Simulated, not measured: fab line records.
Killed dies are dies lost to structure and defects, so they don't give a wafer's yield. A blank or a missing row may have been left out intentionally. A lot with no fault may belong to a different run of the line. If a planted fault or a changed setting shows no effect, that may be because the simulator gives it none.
fab line records	flow n5_finfet
record lots=7	wafers=21
route steps=1938 shown BEOL_M8@1368 BEOL_M9@1405 BEOL_M11@1536
start_h: the number of hours between the record's first day and the start of the first shown wafer of the lot	wait_h: hours from the lot's prior step to this one	" the same as in the row above	L1.1+2: several wafers, shown together as one row	- either no value or no given start	* or withheld: withheld	< > ~ a bound
route shown NAME@n: names a module that has steps shown in the file, with the first one's number in the route	usual: mean and standard deviation over wafers with no fault	same: alike in all rows	chamber/n: place in a boat	sites: readings site by site	_std_site: standard deviation of those values	_edge_site: outer sites' mean less inner sites'	radius_mm: for every site, how far away it sits from the centre of the wafer	mask NAME#n: copy n	behind: the most recent tool/chamber to have shaped the wafer	hold: why the lot went on hold/how many hours it stayed there/how the hold came to an end	device: the n, p or np transistor that did not switch	end of line: the same wafers' tests at the end of the route	a step with no rows: only its recipe	killed: not the wafer's yield, but the dies lost to structure and defects at the first sort	map: a wafer's dies, marking killed ones x, the rest . and places with no die _
set.NAME: the run value of the setting; set.NAME@STEP: its run value at that earlier step	model.NAME: the simulator's own value behind a step, which no gauge read
lots whose settings were changed on purpose; a table a step, a row a wafer
## steps
# step N5_BEOL_M8_DESCUM_33
# recipe chemistry=O2	time_s=7	source_power_w=50	bias_power_w=20	pressure_mtorr=20	rf_frequency_hz=2.712e+07	temp_c=40	resist=CAR-EUV	o2_flow_sccm=225
lot.wafer	tool	chamber	start_h	wait_h	set.time_s	model.CAR-EUV_of_BEOL_M8_COAT_22.thk_nm
L075.1+4+6	rie_diel-02	3,0,0	205.73	0.0	7	26.2
L077.2+3+4	rie_diel-01	0,3,1	211.35	0.0	7	26
L076.1	rie_diel-01	2	213.46	0.0	7	26.2
L076.4+6	"	1	"	"	7	26
L078.1	rie_diel-02	3	222.74	0.0	7	26
L078.4+6	"	0,3	"	"	7.647	25.6
L080.1+4	rie_diel-02	1,2	232.00	0.0	7	26.2
L080.6	"	1	"	"	7	26
L079.1+3	rie_diel-06	3,1	232.05	0.0	7	26.2
L079.4	"	0	"	"	7.841	25.8
L094.4+5+6	rie_diel-01	3,2,3	309.16	0.0	5.704	26.6
# step N5_BEOL_M8_ETCH_72
# recipe chemistry=N2/H2	target=underlayer	target_depth_a=65	mask_material=CAR-EUV	time_s=5.2	ion_energy_ev=200	pressure_mtorr=30	source_w=840	bias_w=150	n2_flow_sccm=200	h2_flow_sccm=200	ends=cleared
lot.wafer	tool	chamber	start_h	wait_h	set.time_s@BEOL_M8_DESCUM_33	model.CAR-EUV_of_BEOL_M8_COAT_22.thk_nm
L075.1+4+6	rie_diel-02	3,0,0	205.76	0.0	7	20.4
L077.2+4	rie_diel-01	0,1	211.38	0.0	7	20.2
L077.3	"	3	"	"	7	20.4
L076.1+4+6	rie_diel-01	2,1,1	213.49	0.0	7	20.4
L078.1	rie_diel-02	3	222.78	0.0	7	20.2
L078.4	"	0	"	"	7.647	19.8
L078.6	"	3	"	"	7.647	20
L080.1+4+6	rie_diel-02	1,2,1	232.04	0.0	7	20.4
L079.1	rie_diel-06	3	232.08	0.0	7	20.6
L079.3	"	1	"	"	7	20.4
L079.4	"	0	"	"	7.841	20
L094.4+5+6	rie_diel-01	3,2,3	309.19	0.0	5.704	21
# step N5_BEOL_M8_TRENCH_ETCH_37
# recipe chemistry=C4F6/O2	target_depth_a=934.78	target=SiCOH_lowk	time_s=31.2	ion_energy_ev=250	pressure_mtorr=30	source_w=345	bias_w=185	Ar_flow_sccm=300	C4F6_flow_sccm=10	O2_flow_sccm=10
# usual rf_vpp_V=666/7
lot.wafer	tool	chamber	start_h	wait_h	set.source_w	rf_vpp_V	model.etch.depth_nm	model.BEOL_M8.feature_depth_nm
L075.1	rie_diel-02	3	-	-	345	663	92.92	93
L075.4	"	0	"	"	345	657	93.91	94
L075.6	"	0	"	"	345	658	94.27	94.2
L077.2	rie_diel-01	0	-	-	345	656	94.87	94.8
L077.3	"	3	"	"	345	668	93.42	93.4
L077.4	"	1	"	"	345	664	91.69	91.6
L076.1	rie_diel-01	2	-	-	345	660	93.32	93.4
L076.4	"	1	"	"	285.3	732	84.25	84.2
L076.6	"	1	"	"	285.3	732	84.95	85
L078.1	rie_diel-02	3	-	-	345	662	92.04	92
L078.4	"	0	"	"	345	658	92.64	92.6
L078.6	"	3	"	"	314.5	695	89.24	89.2
L080.1	rie_diel-02	1	-	-	345	662	93.46	93.4
L080.4	"	2	"	"	345	654	92.46	92.4
L080.6	"	1	"	"	345	661	92.82	92.8
L079.1	rie_diel-06	3	-	-	384.4	643	97.25	97.2
L079.3	"	1	"	"	345	664	91.25	91.2
L079.4	"	0	"	"	384.4	639	96.96	97
L094.4	rie_diel-01	3	-	-	345	664	91.97	92
L094.5	"	2	"	"	345	659	93.36	93.4
L094.6	"	3	"	"	285.3	734	84.76	84.8
# step N5_BEOL_M8_ETCH_41
# recipe chemistry=CH3F/O2	target=SiCN	target_depth_a=319	taper_deg=2	time_s=57.8	ion_energy_ev=120	mask_material=TiN	pressure_mtorr=30	source_w=395	bias_w=75	Ar_flow_sccm=150	CH3F_flow_sccm=30	O2_flow_sccm=20
# step N5_BEOL_M8_STRIP_80
# recipe chemistry=N2/H2	time_s=10	power_w=450	temp_c=40	pressure_mtorr=20	rf_frequency_hz=6e+07	bias_power_w=7	n2_flow_sccm=200	h2_flow_sccm=200
# step N5_BEOL_M8_OCD_MEAS_38
# usual trench_depth_nm=93.4/1.3
lot.wafer	tool	chamber	start_h	wait_h	set.source_w@BEOL_M8_TRENCH_ETCH_37	trench_depth_nm
L075.1	ocd-02	-	206.16	-	345	92.7
L075.4	"	-	"	"	345	93.7
L075.6	"	-	"	"	345	94.2
L077.2	ocd-02	-	211.78	-	345	95.1
L077.3	"	-	"	"	345	94.0
L077.4	"	-	"	"	345	91.5
L076.1	ocd-02	-	213.88	-	345	93.2
L076.4	"	-	"	"	285.3	84.6
L076.6	"	-	"	"	285.3	84.7
L078.1	ocd-02	-	223.18	-	345	92.5
L078.4	"	-	"	"	345	92.6
L078.6	"	-	"	"	314.5	89.4
L080.1	ocd-01	-	232.43	-	345	93.8
L080.4	"	-	"	"	345	92.6
L080.6	"	-	"	"	345	92.8
L079.1	ocd-02	-	232.48	-	384.4	96.9
L079.3	"	-	"	"	345	91.1
L079.4	"	-	"	"	384.4	97.4
L094.4	ocd-01	-	309.59	-	345	92.1
L094.5	"	-	"	"	345	93.1
L094.6	"	-	"	"	285.3	84.4
# step N5_BEOL_M8_HM_STRIP_39
# recipe chemistry=peroxide_tin_strip	material=TiN	target_depth_a=250	temp_c=50	time_s=158
# step N5_BEOL_M8_SRD_40
# recipe time_s=30	temp_c=23	rinse_liquid=diw	dry=ipa_marangoni
# step N5_BEOL_M8_ECD_50
# recipe material=Cu	target_thk_a=3000
# step N5_BEOL_M8_ANNEAL_51
# recipe temp_c=225	time_s=90	ambient=N2
# step N5_BEOL_M8_CMP_52
# recipe stop_on=SiCOH_lowk	t_overpolish_s=6.9	down_force_psi=1	platen_rpm=50	clearing_platen_down_force_psi=1.5	clearing_platen_rpm=50	post_cmp_clean=cu_alkaline	target_thk_nm=80	clearing_platen_pad_velocity_m_s=0.99484	pad_velocity_m_s=0.99484
lot.wafer	tool	chamber	start_h	wait_h	set.source_w@BEOL_M8_TRENCH_ETCH_37	model.Cu_of_BEOL_M8_ECD_50.thk_nm
L075.1	cmp-03	2	209.43	0.3	345	79.6
L075.4	"	1	"	"	345	78.4
L075.6	"	2	"	"	345	80.4
L077.4	cmp-04	0	213.94	0.1	345	76.2
L077.2	"	1	"	"	345	81
L077.3	"	3	"	"	345	80
L076.4	cmp-04	1	215.84	0.1	285.3	71.6
L076.1	"	3	"	"	345	81.8
L076.6	"	2	"	"	285.3	73.6
L078.4	cmp-02	2	226.60	0.2	345	77.4
L078.1	"	0	"	"	345	79
L078.6	"	2	"	"	314.5	75.4
L080.1	cmp-03	3	234.22	0.3	345	81.6
L080.4	"	2	"	"	345	80.2
L080.6	"	0	"	"	345	78.8
L079.3	cmp-02	0	236.87	0.2	345	78.6
L079.4	"	1	"	"	384.4	80.8
L079.1	"	2	"	"	384.4	81.2
L094.4	cmp-02	2	311.64	0.1	345	79
L094.5	"	2	"	"	345	80.2
L094.6	"	3	"	"	285.3	70.8
# step N5_BEOL_M8_THK_MEAS_53
# recipe thk_meas_gauge=xrf	reads=Cu_of_BEOL_M8_ECD_50
# usual M8_THK=77.8/1.7
lot.wafer	tool	chamber	start_h	wait_h	set.source_w@BEOL_M8_TRENCH_ETCH_37	M8_THK[nm]
L075.1	film_metro-01	-	209.72	-	345	78.0
L075.4	"	-	"	"	345	76.6
L075.6	"	-	"	"	345	78.6
L077.2	film_metro-01	-	214.23	-	345	79.3
L077.3	"	-	"	"	345	78.2
L077.4	"	-	"	"	345	74.2
L076.1	film_metro-02	-	216.13	-	345	79.5
L076.4	"	-	"	"	285.3	70.1
L076.6	"	-	"	"	285.3	71.6
L078.1	film_metro-01	-	226.86	-	345	77.1
L078.4	"	-	"	"	345	75.6
L078.6	"	-	"	"	314.5	73.7
L080.1	film_metro-01	-	234.52	-	345	79.0
L080.4	"	-	"	"	345	78.0
L080.6	"	-	"	"	345	76.7
L079.1	film_metro-02	-	237.12	-	384.4	77.7
L079.3	"	-	"	"	345	75.6
L079.4	"	-	"	"	384.4	77.6
L094.4	film_metro-01	-	311.94	-	345	76.7
L094.5	"	-	"	"	345	77.5
L094.6	"	-	"	"	285.3	68.6
# step N5_BEOL_M8_PRE_CLEAN_55
# recipe gas=NH3	time_s=15	temp_c=withheld	rf_power_w=300
# step N5_BEOL_M8_DEP_56
# recipe material=SiCN	target_thk_a=100	temp_c=withheld	precursor=3MS/NH3	pressure_torr=3	rf_w=202	time_s=17.5
# step N5_BEOL_M8_RS_MEAS_57
# recipe thk_meas_gauge=four-point-probe	reads=Cu_of_BEOL_M8_ECD_50+Co_of_BEOL_M8_CVD_78+TaN_of_BEOL_M8_ALD_77
# usual M8_RS=0.286/0.0067
lot.wafer	tool	chamber	start_h	wait_h	set.source_w@BEOL_M8_TRENCH_ETCH_37	M8_RS[ohm/sq]
L075.1	film_metro-01	-	209.85	0.1	345	0.288
L075.4	"	-	"	"	345	0.293
L075.6	"	-	"	"	345	0.284
L077.2	film_metro-01	-	214.36	0.1	345	0.282
L077.3	"	-	"	"	345	0.286
L077.4	"	-	"	"	345	0.303
L076.1	film_metro-01	-	216.28	0.1	345	0.279
L076.4	"	-	"	"	285.3	0.326
L076.6	"	-	"	"	285.3	0.316
L078.1	film_metro-02	-	226.99	0.1	345	0.290
L078.4	"	-	"	"	345	0.297
L078.6	"	-	"	"	314.5	0.308
L080.1	film_metro-02	-	234.65	0.1	345	0.280
L080.4	"	-	"	"	345	0.285
L080.6	"	-	"	"	345	0.291
L079.1	film_metro-01	-	237.25	0.1	384.4	0.282
L079.3	"	-	"	"	345	0.292
L079.4	"	-	"	"	384.4	0.282
L094.4	film_metro-02	-	312.07	0.0	345	0.290
L094.5	"	-	"	"	345	0.285
L094.6	"	-	"	"	285.3	0.330
# step N5_BEOL_M9_HM_DEP_02
# recipe material=TiN	target_thk_a=200	temp_c=25	chamber_pressure_pa=0.49996
lot.wafer	tool	chamber	start_h	wait_h	set.target_thk_a	model.TiN_of_BEOL_M9_HM_DEP_02.thk_nm
L075.1	pvd_sputter-01	-	211.92	1.4	200	20.2
L075.4	"	-	"	"	200	20.6
L075.6	"	-	"	"	200	20.4
L077.2	pvd_sputter-02	-	216.20	1.1	200	19.4
L077.3	"	-	"	"	200	19.8
L077.4	"	-	"	"	219.2	21.4
L076.1+4	pvd_sputter-01	-	218.03	0.4	200	19.6
L076.6	"	-	"	"	192	19
L078.1+4	pvd_sputter-02	-	227.74	0.0	200	20
L078.6	"	-	"	"	200	19.8
L080.1	pvd_sputter-01	-	236.50	1.1	200	20.2
L080.4+6	"	-	"	"	185.4	18.6
L079.1	pvd_sputter-02	-	238.66	0.7	200	19.8
L079.3	"	-	"	"	186.2	18.4
L079.4	"	-	"	"	200	19.6
L094.4+5	pvd_sputter-01	-	313.74	0.9	200	20
L094.6	"	-	"	"	176.6	17.6
# step N5_BEOL_M9_COAT_59
# recipe resist=SOC	temp_c=250	time_s=60	spin_rpm=1500	resist_thk_nm=100
lot.wafer	tool	chamber	start_h	wait_h	set.temp_c
L075.1+4+6	litho_track-04	0	212.05	0.1	250
L077.2+3+4	litho_track-04	0	216.34	0.1	250
L076.1+4	litho_track-04	0	218.16	0.1	241.2
L076.6	"	0	"	"	250
L078.1+4+6	litho_track-03	0	227.88	0.1	250
L080.1+4+6	litho_track-03	0	236.62	0.1	250
L079.1+3+4	litho_track-04	0	238.78	0.1	250
L094.4	litho_track-05	0	313.86	0.1	240.9
L094.5+6	"	0	"	"	250
# step N5_BEOL_M9_COAT_60
# recipe resist=SiARC	temp_c=220	time_s=60	spin_rpm=1500	resist_thk_nm=30
# step N5_BEOL_M9_COAT_05
# recipe resist=CAR-ArF	spin_rpm=1500	resist_thk_nm=90
# step N5_BEOL_M9_STRIP_68
# recipe chemistry=N2/H2	temp_c=40	n2_flow_sccm=200	h2_flow_sccm=200	rf_frequency_hz=6e+07
# step N5_BEOL_M9_STRIP_67
# recipe chemistry=CF4	resist=SiARC	power_w=300	bias_power_w=75	pressure_mtorr=50	cf4_flow_sccm=150	rf_frequency_hz=6e+07
# step N5_BEOL_M9_HM_OPEN_17
# recipe chemistry=Cl2/BCl3	target_depth_a=200	overetch_a=60	target=TiN	mask_material=SOC	ion_energy_ev=150	pressure_mtorr=10	icp_w=1000	bias_w=126	Cl2_flow_sccm=53.25	bcl3_flow_sccm=21.75	Ar_flow_sccm=25
lot.wafer	tool	chamber	start_h	wait_h	set.target_thk_a@BEOL_M9_HM_DEP_02	model.etch.depth_nm
L075.1	rie_metal-02	0	212.78	0.0	200	20.27
L075.4	"	0	"	"	200	20.56
L075.6	"	0	"	"	200	20.4
L077.2	rie_metal-02	1	217.28	0.0	200	19.49
L077.3	"	0	"	"	200	19.72
L077.4	"	1	"	"	219.2	21.43
L076.1	rie_metal-02	0	218.76	0.0	200	19.66
L076.4	"	0	"	"	200	19.69
L076.6	"	0	"	"	192	18.92
L078.1	rie_metal-02	1	228.61	0.0	200	19.92
L078.4	"	0	"	"	200	19.96
L078.6	"	1	"	"	200	19.74
L080.1	rie_metal-02	1	237.35	0.0	200	20.2
L080.4	"	0	"	"	185.4	18.68
L080.6	"	1	"	"	185.4	18.52
L079.1	rie_metal-03	0	239.40	0.0	200	19.74
L079.3	"	0	"	"	186.2	18.47
L079.4	"	1	"	"	200	19.55
L094.4	rie_metal-03	1	314.62	0.1	200	20.01
L094.5	"	1	"	"	200	19.97
L094.6	"	0	"	"	176.6	17.62
# step N5_BEOL_M9_STRIP_19
# recipe chemistry=O2	power_w=400	temp_c=40	pressure_mtorr=30	rf_frequency_hz=6e+07	bias_power_w=0	overash_fraction=0.2	o2_flow_sccm=225
# step N5_BEOL_M9_STRIP_73
# recipe chemistry=C4F6/O2	resist=SiARC	rf_frequency_hz=6e+07
# step N5_BEOL_M9_STRIP_36
# recipe chemistry=N2/H2	power_w=450	temp_c=40	pressure_mtorr=20	rf_frequency_hz=6e+07	overash_fraction=0.3	bias_power_w=7	h2_frac=0.5	n2_flow_sccm=200	h2_flow_sccm=200
# step N5_BEOL_M9_TRENCH_ETCH_37
# recipe chemistry=C4F6/O2	target_depth_a=1514.3	target=SiCOH_lowk	time_s=49	ion_energy_ev=250	pressure_mtorr=30	source_w=345	bias_w=185	Ar_flow_sccm=300	C4F6_flow_sccm=10	O2_flow_sccm=10
lot.wafer	tool	chamber	start_h	wait_h	set.target_thk_a@BEOL_M9_HM_DEP_02	model.TiN_of_BEOL_M9_HM_DEP_02.thk_nm
L075.1	rie_diel-05	3	-	-	200	16
L075.4+6	"	3,2	"	"	200	16.2
L077.2	rie_diel-04	2	-	-	200	15.2
L077.3	"	0	"	"	200	15.6
L077.4	"	1	"	"	219.2	17.4
L076.1	rie_diel-05	0	-	-	200	15.4
L076.4	"	2	"	"	200	15.6
L076.6	"	3	"	"	192	14.6
L078.1+4	rie_diel-05	0	-	-	200	15.8
L078.6	"	2	"	"	200	15.6
L080.1	rie_diel-03	1	-	-	200	16
L080.4	"	2	"	"	185.4	14.6
L080.6	"	3	"	"	185.4	14.2
L079.1	rie_diel-04	2	-	-	200	15.6
L079.3	"	1	"	"	186.2	14.4
L079.4	"	0	"	"	200	15.2
L094.4+5	rie_diel-04	2,3	-	-	200	15.8
L094.6	"	1	"	"	176.6	13.6
# step N5_BEOL_M9_ALD_74
# recipe material=TaN	target_thk_a=20	temp_c=275	ald_precursor_family=PDMAT	ald_co_reactant=NH3	pressure_torr=3	carrier_flow_sccm=1500	pulse_time_s=2	purge_time_s=3	co_reactant_purge_time_s=2	co_reactant_pulse_time_s=3	ald_cycles=40	precursor_vessel_temp_c=75	precursor_vessel_pressure_torr=26.25	precursor_vessel_carrier_sccm=1000
lot.wafer	tool	chamber	start_h	wait_h	set.ald_cycles	model.TaN_of_BEOL_M9_ALD_74.thk_nm
L075.1+4+6	ald_metal-03	0,3,0	215.12	0.0	40	2
L077.2+4	ald_metal-02	2,0	219.29	0.1	44	2.2
L077.3	"	1	"	"	40	2
L076.1+6	ald_metal-04	3,1	220.87	0.1	40	2
L076.4	"	3	"	"	35	1.8
L078.1	ald_metal-04	1	231.58	0.0	40	2
L078.4+6	"	1,3	"	"	34	1.6
L080.1+6	ald_metal-04	1	239.19	0.0	40	2
L080.4	"	3	"	"	38	1.8
L079.1+4	ald_metal-04	1,2	242.08	0.1	36	1.8
L079.3	"	3	"	"	40	2
L094.4+5	ald_metal-04	3,2	317.23	0.0	44	2.2
L094.6	"	1	"	"	40	2
# step N5_BEOL_M11_ILD_DEP_00
# recipe material=SiCOH_lowk	target_thk_a=3085.1	temp_c=300	precursor=DEMS/porogen	pressure_torr=5	rf_w=500	time_s=58
lot.wafer	tool	chamber	start_h	wait_h	set.time_s	model.SiCOH_lowk_of_BEOL_M11_ILD_DEP_00.thk_nm
L075.1	pecvd-01	1	224.27	0.0	58	301
L075.4	"	2	"	"	58	308.2
L075.6	"	1	"	"	58	310.8
L077.2	pecvd-04	2	227.72	0.0	58	307.2
L077.3	"	1	"	"	51.03	272.4
L077.4	"	1	"	"	58	309
L076.1	pecvd-04	2	231.97	0.0	58	309.2
L076.4	"	1	"	"	58	308.8
L076.6	"	0	"	"	50.41	275.6
L078.1	pecvd-02	1	240.64	0.0	58	309.4
L078.4	"	0	"	"	64.26	344.6
L078.6	"	2	"	"	58	310.2
L080.1	pecvd-02	0	249.27	0.0	58	304.6
L080.4	"	1	"	"	53.4	290.8
L080.6	"	2	"	"	53.4	281.4
L079.1	pecvd-02	1	249.92	0.0	66.23	351.2
L079.3	"	0	"	"	66.23	342.4
L079.4	"	0	"	"	58	308
L094.4	pecvd-04	1	327.41	0.1	58	301.6
L094.5	"	2	"	"	65.16	345.2
L094.6	"	1	"	"	58	302
# step N5_BEOL_M11_CURE_71
# recipe temp_c=385	time_s=240	ambient=He/Ar	material=SiCOH_lowk
lot.wafer	tool	chamber	start_h	wait_h	set.time_s@BEOL_M11_ILD_DEP_00	model.SiCOH_lowk_of_BEOL_M11_ILD_DEP_00.thk_nm
L075.1	uv_cure-01	2	224.35	0.0	58	261.4
L075.4	"	2	"	"	58	267.8
L075.6	"	2	"	"	58	270
L077.2	uv_cure-03	2	228.10	0.3	58	267
L077.3	"	2	"	"	51.03	236.2
L077.4	"	2	"	"	58	268.4
L076.1	uv_cure-02	0	232.04	0.0	58	268.6
L076.4	"	0	"	"	58	268.2
L076.6	"	0	"	"	50.41	239
L078.1	uv_cure-02	1	240.72	0.0	58	268.8
L078.4	"	1	"	"	64.26	300
L078.6	"	1	"	"	58	269.6
L080.1	uv_cure-01	1	249.35	0.0	58	264.4
L080.4	"	1	"	"	53.4	252.4
L080.6	"	1	"	"	53.4	244
L079.1	uv_cure-01	0	250.00	0.0	66.23	305.8
L079.3	"	0	"	"	66.23	298
L079.4	"	0	"	"	58	267.6
L094.4	uv_cure-01	0	327.96	0.5	58	262
L094.5	"	0	"	"	65.16	300.6
L094.6	"	0	"	"	58	262.4
# step N5_BEOL_M11_THK_MEAS_01
# recipe reads=SiCOH_lowk_of_BEOL_M11_ILD_DEP_00
# usual M11_ILD_THK=267/3.4
lot.wafer	tool	chamber	start_h	wait_h	set.time_s@BEOL_M11_ILD_DEP_00	M11_ILD_THK[nm]
L075.1	film_metro-02	-	224.86	0.4	58	261
L075.4	"	-	"	"	58	268
L075.6	"	-	"	"	58	270
L077.2	film_metro-01	-	228.93	0.7	58	267
L077.3	"	-	"	"	51.03	236
L077.4	"	-	"	"	58	268
L076.1	film_metro-01	-	232.56	0.4	58	269
L076.4	"	-	"	"	58	268
L076.6	"	-	"	"	50.41	239
L078.1	film_metro-02	-	241.23	0.4	58	269
L078.4	"	-	"	"	64.26	300
L078.6	"	-	"	"	58	270
L080.1	film_metro-01	-	249.87	0.4	58	265
L080.4	"	-	"	"	53.4	253
L080.6	"	-	"	"	53.4	244
L079.1	film_metro-02	-	250.99	0.8	66.23	306
L079.3	"	-	"	"	66.23	298
L079.4	"	-	"	"	58	267
L094.4	film_metro-02	-	328.23	0.2	58	262
L094.5	"	-	"	"	65.16	301
L094.6	"	-	"	"	58	263
## key
split step=N5_BEOL_M8_DESCUM_33	setting=time_s	stated=7	by=wafer
response step=N5_BEOL_M8_DESCUM_33	reading=model.CAR-EUV_of_BEOL_M8_COAT_22.thk_nm	change=-0.037	per=1%	r=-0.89
response step=N5_BEOL_M8_ETCH_72	reading=model.CAR-EUV_of_BEOL_M8_COAT_22.thk_nm	change=-0.0382	per=1%	r=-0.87
split step=N5_BEOL_M8_TRENCH_ETCH_37	setting=source_w	stated=345	by=wafer
response step=N5_BEOL_M8_TRENCH_ETCH_37	reading=rf_vpp_V	change=-3.82	per=1%	r=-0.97
response step=N5_BEOL_M8_TRENCH_ETCH_37	reading=model.etch.depth_nm	change=+0.473	per=1%	r=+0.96
response step=N5_BEOL_M8_TRENCH_ETCH_37	reading=model.BEOL_M8.feature_depth_nm	change=+0.475	per=1%	r=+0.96
response step=N5_BEOL_M8_OCD_MEAS_38	reading=trench_depth_nm	change=+0.478	per=1%	r=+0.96
response step=N5_BEOL_M8_CMP_52	reading=model.Cu_of_BEOL_M8_ECD_50.thk_nm	change=+0.45	per=1%	r=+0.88
response step=N5_BEOL_M8_THK_MEAS_53	reading=M8_THK	change=+0.427	per=1%	r=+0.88
response step=N5_BEOL_M8_RS_MEAS_57	reading=M8_RS	change=-0.00212	per=1%	r=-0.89
split step=N5_BEOL_M9_HM_DEP_02	setting=target_thk_a	stated=200	by=wafer
response step=N5_BEOL_M9_HM_DEP_02	reading=model.TiN_of_BEOL_M9_HM_DEP_02.thk_nm	change=+0.198	per=1%	r=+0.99
response step=N5_BEOL_M9_HM_OPEN_17	reading=model.etch.depth_nm	change=+0.197	per=1%	r=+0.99
response step=N5_BEOL_M9_TRENCH_ETCH_37	reading=model.TiN_of_BEOL_M9_HM_DEP_02.thk_nm	change=+0.194	per=1%	r=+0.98
split step=N5_BEOL_M9_COAT_59	setting=temp_c	stated=250	by=wafer
response none clear
split step=N5_BEOL_M9_ALD_74	setting=ald_cycles	stated=40	by=wafer
response step=N5_BEOL_M9_ALD_74	reading=model.TaN_of_BEOL_M9_ALD_74.thk_nm	change=+0.0219	per=1%	r=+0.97
split step=N5_BEOL_M11_ILD_DEP_00	setting=time_s	stated=58	by=wafer
response step=N5_BEOL_M11_ILD_DEP_00	reading=model.SiCOH_lowk_of_BEOL_M11_ILD_DEP_00.thk_nm	change=+2.92	per=1%	r=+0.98
response step=N5_BEOL_M11_CURE_71	reading=model.SiCOH_lowk_of_BEOL_M11_ILD_DEP_00.thk_nm	change=+2.57	per=1%	r=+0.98
response step=N5_BEOL_M11_THK_MEAS_01	reading=M11_ILD_THK	change=+2.58	per=1%	r=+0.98
